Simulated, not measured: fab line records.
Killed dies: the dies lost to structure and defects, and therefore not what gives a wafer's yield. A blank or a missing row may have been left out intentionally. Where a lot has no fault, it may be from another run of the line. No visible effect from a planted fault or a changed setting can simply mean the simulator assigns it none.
Matching of chambers -- flow n5 finfet -- 4 sister chambers for N5_FIN_SAQP_ETCH_34 on rie diel-05
The step etches SiO2 in C4F6/O2, target depth 45 nm, time 15 s. 16 wafers are shown with their chamber, then 8 later ones without.

## WAFERS, EACH WITH ITS CHAMBER
wafer,chamber,showerhead plenum p Torr (Torr),drypump motor current A (A),rf vpp V (V)
L075.3,2,2.75,6.3,671
L075.5,0,2.78,5.8,675
L075.6,3,3.03,5.9,668
L078.1,2,2.75,6.3,674
L078.3,3,3.02,5.9,670
L078.5,3,3.02,5.9,668
L079.4,3,3.02,6.0,669
L079.5,0,2.77,5.8,676
L079.6,3,3.02,6.0,668
L082.1,3,3.02,6.0,668
L082.4,1,2.67,6.5,705
L082.6,2,2.74,6.3,673
L086.2,3,3.01,5.9,668
L086.3,0,2.77,5.8,675
L086.6,3,3.01,5.9,667
L089.2,0,2.76,5.8,674

SIGNATURES (means of the wafers above)
reading,chamber 0,chamber 1,chamber 2,chamber 3,scatter within a chamber
showerhead plenum p Torr,2.7700,2.6700,2.7467,3.0187,0.0068
drypump motor current A,5.800,6.500,6.300,5.938,0.0395
rf vpp V,675.00,705.00,672.67,668.25,1.01
Rule: for a wafer and a chamber, the distance is found by dividing, reading by reading, the gap between the wafer's reading and the chamber's mean by the reading's scatter, squaring, summing and taking the root. The wafer belongs to the nearest chamber; if the next one is less than 2 further off, it can't be placed. How the scatter is found: for the shown wafers, subtract from each reading the mean of its chamber, square and add these, divide the total by (wafers less chambers), then take the root.

## WAFERS WHOSE CHAMBER IS MISSING
wafer,showerhead plenum p Torr (Torr),drypump motor current A (A),rf vpp V (V)
L089.4,2.74,6.3,673
L089.5,3.01,6.0,667
L091.2,2.73,6.3,671
L091.3,3.01,5.9,667
L091.5,3.01,6.0,668
L092.2,2.66,6.5,705
L092.4,3.01,5.9,668
L092.6,2.66,6.5,705

## WHICH CHAMBER EACH WENT THROUGH
wafer,from the rows above,in truth
L089.4,2,2
L089.5,3,3
L091.2,2,2
L091.3,3,3
L091.5,3,3
L092.2,1,1
L092.4,3,3
L092.6,1,1
Placed correctly: 8 of 8. Can't be placed from these rows: 0. Wrongly placed: 0.
